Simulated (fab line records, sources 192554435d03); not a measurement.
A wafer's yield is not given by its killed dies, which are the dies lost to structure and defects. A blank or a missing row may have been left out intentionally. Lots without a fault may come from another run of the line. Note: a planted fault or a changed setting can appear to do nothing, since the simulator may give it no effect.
Which tool is to blame? ; flow n5-finfet ; 9 lots with 27 wafers sampled at 6 steps, on a route of 1938 steps

## WHAT THE GAUGES READ, wafer by wafer
N5_WELL_APT_CD_MEAS_08 targets a cd of 200 nm. Usual: cd-nm 200.1 nm, standard deviation 1.6.
lot;measured;on;cd-nm (nm);flag
L524;day 2 13:43;cd-sem-02;200.6 199.7 199.8;
L531;day 4 07:34;cd-sem-03;200.0 201.3 198.5;
L533;day 4 20:00;cd-sem-02;199.6 200.3 201.0;
L534;day 5 01:41;cd-sem-02;201.4 201.4 202.2;
L535;day 5 07:38;cd-sem-01;199.6 198.1 199.2;
L537;day 5 19:37;cd-sem-03;198.6 199.9 200.4;
L538;day 6 01:55;cd-sem-02;202.7 202.4 198.3;
L539;day 6 07:41;cd-sem-03;200.5 199.1 200.0;
L540;day 6 13:36;cd-sem-02;195.0 197.3 197.2;

N5_PMOS_HMC_CHANNEL_EPI_CD_MEAS_09 targets a cd of 237.4 nm. Usual: cd-nm 237.5 nm, standard deviation 0.95.
lot;measured;on;cd-nm (nm);flag
L524;day 2 17:23;cd-sem-03;238.7 237.5 238.3;
L531;day 4 11:50;cd-sem-01;238.0 237.9 239.1;
L533;day 4 23:40;cd-sem-03;237.5 236.8 236.7;
L534;day 5 05:25;cd-sem-02;237.8 237.2 236.2;
L535;day 5 12:05;cd-sem-01;237.2 238.1 237.0;
L537;day 5 23:29;cd-sem-03;239.0 237.3 237.6;
L538;day 6 05:19;cd-sem-03;236.6 236.5 236.5;
L539;day 6 11:06;cd-sem-03;236.1 236.5 238.3;
L540;day 6 17:52;cd-sem-03;235.6 237.3 236.7;

N5_BEOL_M4_RC_MEAS_101. Usual: DIBL_N 35.9 mV/V, standard deviation 1.8; DIBL_P 36.2 mV/V, standard deviation 2; IOFF_N 0.16 nA/um, standard deviation 0.031; IOFF_P 0.22 nA/um, standard deviation 0.041; ION_N 676 uA/um, standard deviation 11; ION_P 465 uA/um, standard deviation 8.5; SS_N 71.4 mV/dec, standard deviation 0.64; SS_P 73.2 mV/dec, standard deviation 0.7; VT_N 250 mV, standard deviation 3.5; VT_P -250 mV, standard deviation 3.9.
lot;measured;on;DIBL_N (mV/V);DIBL_P (mV/V);IOFF_N (nA/um);IOFF_P (nA/um);ION_N (uA/um);ION_P (uA/um);SS_N (mV/dec);SS_P (mV/dec);VT_N (mV);VT_P (mV);flag
L524;day 9 03:10;prober-01;36.8 36.2 34.8;36.1 35.4 34.8;0.18 0.15 0.15;0.25 0.24 0.23;681 673 678;471 474 472;72.3 71.4 71.2;73.8 74.1 73.0;249 250 249;-244 -245 -247;
L531;day 11 02:14;prober-01;36.9 35.8 37.7;35.8 34.5 36.8;0.16 0.14 0.17;0.21 0.19 0.23;675 665 680;461 453 463;72.6 71.9 71.8;73.1 73.6 73.5;249 251 249;-250 -252 -247;
L537;day 12 05:52;prober-01;37.3 36.9 38.6;38.5 37.9 39.0;0.21 0.20 0.22;0.24 0.23 0.24;689 689 691;464 468 463;72.4 71.9 71.9;74.3 74.2 74.4;245 244 246;-249 -251 -250;
L538;day 12 20:40;prober-02;36.1 42.1 37.3;35.7 43.3 37.6;0.13 0.29 0.16;0.20 0.37 0.25;661 712 677;461 481 469;70.1 71.9 70.5;73.6 74.9 74.3;252 239 250;-250 -239 -246;
L539;day 13 02:40;prober-01;38.3 38.3 37.5;40.2 39.0 37.9;0.22 0.20 0.18;0.28 0.26 0.24;679 685 678;470 476 464;72.5 72.2 72.2;74.3 73.0 73.7;247 246 248;-245 -246 -247;
L540;day 13 04:31;prober-01;36.6 37.2 38.2;37.1 37.5 39.3;0.16 0.16 0.21;0.25 0.26 0.30;684 673 702;476 470 484;71.8 71.3 71.5;72.6 73.7 73.6;248 251 244;-247 -247 -246;

## EACH LOT AND THE TOOL THAT RAN IT (in order: tool; ch and the chambers of the sampled wafers; start)
lot;N5_WELL_APT_DESCUM_30;N5_PMOS_HMC_CHANNEL_EPI_HM_DEP_34;N5_PMOS_HMC_CHANNEL_EPI_FIN_RECESS_16
L524;rie-diel-02 ch 0,1, day 2 15:05;pecvd-04 ch 0,2, day 2 16:59;rie-si-06 ch 1,2,3, day 2 17:56
L531;rie-diel-02 ch 1,2,3, day 4 08:48;pecvd-03 ch 0,1,2, day 4 11:26;rie-si-06 ch 0,2,3, day 4 12:23
L533;rie-diel-02 ch 1,2,3, day 4 21:36;pecvd-04 ch 0,1, day 4 23:16;rie-si-06 ch 0,3, day 5 00:13
L534;rie-diel-05 ch 0,2,3, day 5 03:20;pecvd-01 ch 0,1, day 5 05:00;rie-si-02 ch 1,2,3, day 5 05:57
L535;rie-diel-05 ch 0,1,2, day 5 10:01;pecvd-03 ch 0,1,2, day 5 11:42;rie-si-05 ch 2,3, day 5 12:38
L537;rie-diel-02 ch 1,3, day 5 21:04;pecvd-03 ch 1,2, day 5 23:12;rie-si-05 ch 0,2, day 6 00:01
L538;rie-diel-05 ch 0,1, day 6 03:14;pecvd-04 ch 0,1,2, day 6 04:55;rie-si-06 ch 1,2, day 6 05:53
L539;rie-diel-02 ch 1,2,3, day 6 09:02;pecvd-03 ch 0,2, day 6 10:42;rie-si-06 ch 0,3, day 6 11:43
L540;rie-diel-03 ch 0,1,3, day 6 15:35;pecvd-03 ch 0,1, day 6 17:35;rie-si-05 ch 2,3, day 6 18:26
- N5_WELL_APT_DESCUM_30: chemistry O2, time 7.9 s.
- N5_PMOS_HMC_CHANNEL_EPI_HM_DEP_34: deposits SiO2 from TEOS/O2, target thk 36 nm, time 6.9 s.
- N5_PMOS_HMC_CHANNEL_EPI_FIN_RECESS_16: chemistry HBr/Cl2, target Si, target depth 54 nm, time 18 s.

## WHAT THE TOOLS THEMSELVES READ (means of the sampled wafers that have a number; where no wafer has one, the mark that the record gives instead)
N5_WELL_APT_DESCUM_30. Usual: chamber-pressure-mTorr 20.003 mTorr, standard deviation 0.018; drypump-motor-current-A 5.9 A, standard deviation 0.41; oes-product-au 0.75 a.u., standard deviation 0.065; rf-fwd-power-W 49.67 W, standard deviation 0.19; rf-vpp-V 243.1 V, standard deviation 1.5; showerhead-plenum-p-Torr 2.09 Torr, standard deviation 0.088; temp-c 40.00 C, standard deviation 0.11; throttle-valve-pct 20.41 %, standard deviation 0.21.
lot;tool;chamber-pressure-mTorr (mTorr);drypump-motor-current-A (A);oes-product-au (a.u.);rf-fwd-power-W (W);rf-vpp-V (V);showerhead-plenum-p-Torr (Torr);temp-c (C);throttle-valve-pct (%);flag
L524;rie-diel-02;19.996;6.1;0.78;49.56;241.4;2.01;40.10;20.28;
L531;rie-diel-02;19.991;5.7;0.79;49.49;243.5;2.10;40.02;20.42;
L533;rie-diel-02;20.002;5.7;0.79;49.56;243.1;2.10;39.86;20.42;
L534;rie-diel-05;19.994;5.9;0.72;49.63;243.4;2.14;40.01;20.45;
L535;rie-diel-05;19.995;5.5;0.71;49.77;243.7;2.14;40.00;20.50;
L537;rie-diel-02;20.018;5.6;0.80;49.65;244.9;2.13;40.06;20.27;
L538;rie-diel-05;19.994;5.5;0.71;49.87;243.8;2.18;40.00;20.55;
L539;rie-diel-02;19.987;5.7;0.77;49.72;242.8;2.09;39.96;20.43;
L540;rie-diel-03;19.989;6.2;0.73;49.65;243.3;2.08;40.01;20.34;

N5_PMOS_HMC_CHANNEL_EPI_HM_DEP_34. Usual: chamber-pressure-Torr 6.500 Torr, standard deviation 0.013; heater-power-outer-w 286 W, standard deviation 49; heater-power-w 529 W, standard deviation 76; rf-fwd-power-W 889 W, standard deviation 4.5; showerhead-plenum-p-Torr 8.36 Torr, standard deviation 0.041; throttle-valve-pct 18.3 %, standard deviation 1.1.
lot;tool;chamber-pressure-Torr (Torr);heater-power-outer-w (W);heater-power-w (W);rf-fwd-power-W (W);showerhead-plenum-p-Torr (Torr);throttle-valve-pct (%);flag
L524;pecvd-04;6.490;268;503;893;8.36;17.6;
L531;pecvd-03;6.508;268;490;890;8.38;18.6;
L533;pecvd-04;-;-;-;-;-;-;OFF
L534;pecvd-01;-;-;-;-;-;-;OFF
L535;pecvd-03;-;-;-;-;-;-;OFF
L537;pecvd-03;6.502;248;455;889;8.34;17.9;
L538;pecvd-04;6.504;269;505;888;8.35;18.3;
L539;pecvd-03;6.495;308;548;889;8.39;19.3;
L540;pecvd-03;6.504;291;514;886;8.41;18.3;

N5_PMOS_HMC_CHANNEL_EPI_FIN_RECESS_16. Usual: chamber-pressure-mTorr 9.999 mTorr, standard deviation 0.0091; drypump-motor-current-A 5.8 A, standard deviation 0.35; oes-product-au 1.004 a.u., standard deviation 0.016; rf-fwd-power-W 795.9 W, standard deviation 2.6; throttle-valve-pct 35.4 %, standard deviation 0.31.
lot;tool;chamber-pressure-mTorr (mTorr);drypump-motor-current-A (A);oes-product-au (a.u.);rf-fwd-power-W (W);throttle-valve-pct (%);flag
L524;rie-si-06;10.002;5.9;1.004;794.8;35.3;
L531;rie-si-06;10.004;5.9;1.003;792.8;35.1;
L533;rie-si-06;10.001;6.1;1.868;793.3;33.8;OFF
L534;rie-si-02;9.995;5.7;1.865;798.4;34.3;OFF
L535;rie-si-05;10.005;6.0;1.888;794.0;34.3;OFF
L537;rie-si-05;10.004;5.9;1.033;797.6;35.2;
L538;rie-si-06;9.997;5.6;1.005;795.8;35.4;
L539;rie-si-06;9.995;6.1;1.008;794.8;35.0;
L540;rie-si-05;9.995;6.0;1.012;795.2;35.6;

## THE ANSWER, worked out from the rows above alone
Rule: take the mean of a lot's wafers that have a number; if it is more than 3 standard deviations from the usual mean, the lot is off. Also off: a lot with no number at a reading for which 4 or more lots have one. The other lots that the step has rows for count as sound. Order of review: gauges by route order, followed by the tools' own readings, for which a lot's mean as printed above is used. At the first step where some lot is off, the reading lying furthest off is the one used; lots without a number count as furthest.
Off: L533, L534, L535, at N5_PMOS_HMC_CHANNEL_EPI_HM_DEP_34 (chamber-pressure-Torr). Without a number there: L533, L534, L535.
If a tool, at that step or one of the process steps before it, ran each lot that is off and ran no sound lot following the first of them, it fits. None of those tried fits.

## WHAT HAD BEEN PUT IN BY THE SIMULATOR
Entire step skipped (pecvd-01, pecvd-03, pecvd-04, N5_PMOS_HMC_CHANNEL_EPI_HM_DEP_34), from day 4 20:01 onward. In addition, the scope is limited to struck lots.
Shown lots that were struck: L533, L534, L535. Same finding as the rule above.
